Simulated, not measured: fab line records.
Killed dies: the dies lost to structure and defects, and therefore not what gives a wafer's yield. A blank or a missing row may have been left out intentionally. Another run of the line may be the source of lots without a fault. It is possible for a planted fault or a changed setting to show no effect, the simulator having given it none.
Matching of chambers    flow n5-finfet    3 sister chambers for N5_BEOL_M2_DEP_57 on pecvd-03
The step deposits SiCN from 3MS/NH3, target thk 8 nm, time 14 s. 3 wafers are shown with their chamber, then 10 later ones without.

== WAFERS WITH THEIR CHAMBER ==
wafer   chamber  showerhead-plenum-p-Torr (Torr)
L089.5  2        3.661
L090.2  1        3.703
L090.4  0        3.666

== WAFERS WITH NO CHAMBER GIVEN ==
wafer   showerhead-plenum-p-Torr (Torr)
L090.6  3.697
L093.2  3.661
L093.4  3.659
L093.5  3.661
L094.2  3.657
L094.4  3.697
L094.6  3.660
L097.4  3.698
L097.5  3.654
L097.6  3.666

== WHICH CHAMBER EACH WENT THROUGH ==
wafer   from the rows above      in truth
L090.6  1                        1
L093.2  can't be placed: 2 or 0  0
L093.4  can't be placed: 2 or 0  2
L093.5  can't be placed: 2 or 0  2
L094.2  can't be placed: 2 or 0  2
L094.4  1                        1
L094.6  can't be placed: 2 or 0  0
L097.4  1                        1
L097.5  can't be placed: 2 or 0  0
L097.6  can't be placed: 0 or 2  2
3 of 10 placed correctly. Not placeable from these rows: 7 (in 7, the candidates include the true chamber). Placed wrongly: 0.
How it was worked out, from the rows above alone: a wafer's distance from a chamber is the root of the sum, over the readings, of the square of ((its reading less the chamber's mean) divided by the reading's scatter). If the next closest chamber is less than 2 further off than the closest, the wafer can't be placed; otherwise it belongs to the closest. The mean given for a chamber averages the wafers shown for that chamber. The scatter: root of mean squared gap, hidden wafer to nearest shown wafer, with one shown wafer a chamber.
